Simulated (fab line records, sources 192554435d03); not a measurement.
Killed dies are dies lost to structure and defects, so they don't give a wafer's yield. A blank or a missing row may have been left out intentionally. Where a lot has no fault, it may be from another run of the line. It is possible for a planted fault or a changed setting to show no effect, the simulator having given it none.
A lot that was struck, set against a sound lot | flow n5Finfet | 23 steps out of a route of 1938
Sound: these wafers, L222.1, L222.2, L222.6. Struck: wafers L223.1, L223.5. (L223.4 of the same lot was not struck and is left out.) The cause comes at the end.
Order at every step that has rows: each side's tool, ch and its chambers, its first start. Under that, the readings that differ: sound wafers | struck wafers | difference of the means | sigmas: that difference in standard deviations of wafers without a fault.
alike: readings with means less than 2 such deviations apart, plus words and numbers identical on both sides. not compared: withheld readings, readings lacking a value on some wafer, bounds such as >300 that could conceal the same value, and numbers that have no deviation in the record and whose values overlap.
Wherever a step has rows on one side only, a row that says differs or no value, or a row with sigmas, the two part there. Numbers that don't overlap but have no deviation are shown without sigmas and don't part them. A reading missing from all wafers of one side parts the sides only when that side holds two or more wafers.

first, 8 steps without rows for these wafers: N5_BEOL_M2_ECD_50 (material Cu, target thk 300 nm); N5_BEOL_M2_ANNEAL_51 (time 90 s); N5_BEOL_M2_CMP_52 (polishes, stops on SiOC, t overpolish 6.8 s, target thk 40 nm); N5_BEOL_M2_PRE_CLEAN_60 (time 15 s); N5_BEOL_M2_CO_CAP_55 (material Co, precursor CCTBA/H2, target thk 2 nm, time 102.1 s); N5_BEOL_M2_PRE_CLEAN_56 (time 15 s); N5_BEOL_M2_DEP_57 (deposits SiCN from 3MS/NH3, target thk 8 nm, time 14 s); N5_BEOL_M3_ILD_DEP_00 (deposits SiOC from DEMS/O2, target thk 79 nm, time 15.3 s).
N5_BEOL_M3_PECVD_72: deposits SiO2 from TEOS/O2, target thk 16 nm, time 18 s.
  sound on pecvd-04 ch 0,1,2, day 7 03:52; struck on pecvd-04 ch 0, day 7 13:01
  alike: heaterPowerW, showerheadPlenumPTorr, showerheadVppV, throttleValvePct
then, 10 steps without rows for these wafers: N5_BEOL_M3_HM_DEP_02 (deposits TiN, target thk 20 nm); N5_BEOL_M3_COAT_61 (time 60 s, resist thk 60 nm); N5_BEOL_M3_COAT_62 (time 60 s, resist thk 12 nm); N5_BEOL_M3_COAT_73 (time 60 s, resist thk 5 nm); N5_BEOL_M3_COAT_05 (resist thk 30 nm); N5_BEOL_M3_EBR_07; N5_BEOL_M3_SOFTBAKE_06 (time 60 s); N5_BEOL_M3_EXPOSE_08 (exposes mask M3); N5_BEOL_M3_PEB_09 (peb time 60 s); N5_BEOL_M3_DEVELOP_10 (develop time 30 s).
N5_BEOL_M3_INSPECT_13: inspects for defects (brightfield).
  sound on defectInspect-02, day 7 05:26; struck on defectInspect-01, day 7 14:05
reading        | sound       | struck    | difference | sigmas
rawDefectCount | 369 431 478 | 1258 1215 | +810       | +7
then, 1 step without rows for these wafers: N5_BEOL_M3_DESCUM_16 (chemistry O2, time 7 s).
N5_BEOL_M4_RC_MEAS_101:
  sound on prober-01 ch 0, day 8 12:35; struck on prober-02 ch 0, day 8 14:34
reading       | sound          | struck    | difference | sigmas
DIBL_N (mV/V) | 35.0 34.5 34.1 | 39.1 40.0 | +5.0       | +3
ION_N (uA/um) | 670 672 666    | 688 696   | +23        | +2
ION_P (uA/um) | 455 451 450    | 466 470   | +16        | +2
  alike: DIBL_P, IOFF_N, IOFF_P, SS_N, SS_P, VT_N, VT_P
-- here the record skips 5 days between the struck wafers' starts before and after, leaving off in module BEOL_M4 and picking up in module PASSIVATION (first step shown: number 1936 of the route) --
N5_PASSIVATION_PROBE_49:
  sound on prober-01, day 12 23:38; struck on prober-01, day 13 07:34
reading                 | sound          | struck    | difference | sigmas
defectLimitedYield (%)  | 93.1 90.0 93.0 | 84.7 84.7 | -7.3       | -5
killed_at_M0_to_M3      | 31 51 30       | 101 91    | +59        | +5
killedDies              | 81 118 83      | 181 180   | +86        | +5
killedOnRim             | 12 23 9        | 28 27     | +13        | +3
sort_bin_5_function (%) | 3.5 6.6 3.9    | 9.6 8.5   | +4.4       | +4
sortNPass               | 1099 1062 1097 | 999 1000  | -86        | -5
sortYieldPct (%)        | 93.1 90.0 93.0 | 84.7 84.7 | -7.3       | -5
  alike: killed_at_M4_up, killedAtContacts, killedAtFrontEnd, killedAtOther, killedOpen, killedShort, sort_bin_6_memory

WHERE THEY PART
Last at N5_PASSIVATION_PROBE_49 as far as this record goes, first at N5_BEOL_M3_INSPECT_13.

WHY: what had been put in by the simulator
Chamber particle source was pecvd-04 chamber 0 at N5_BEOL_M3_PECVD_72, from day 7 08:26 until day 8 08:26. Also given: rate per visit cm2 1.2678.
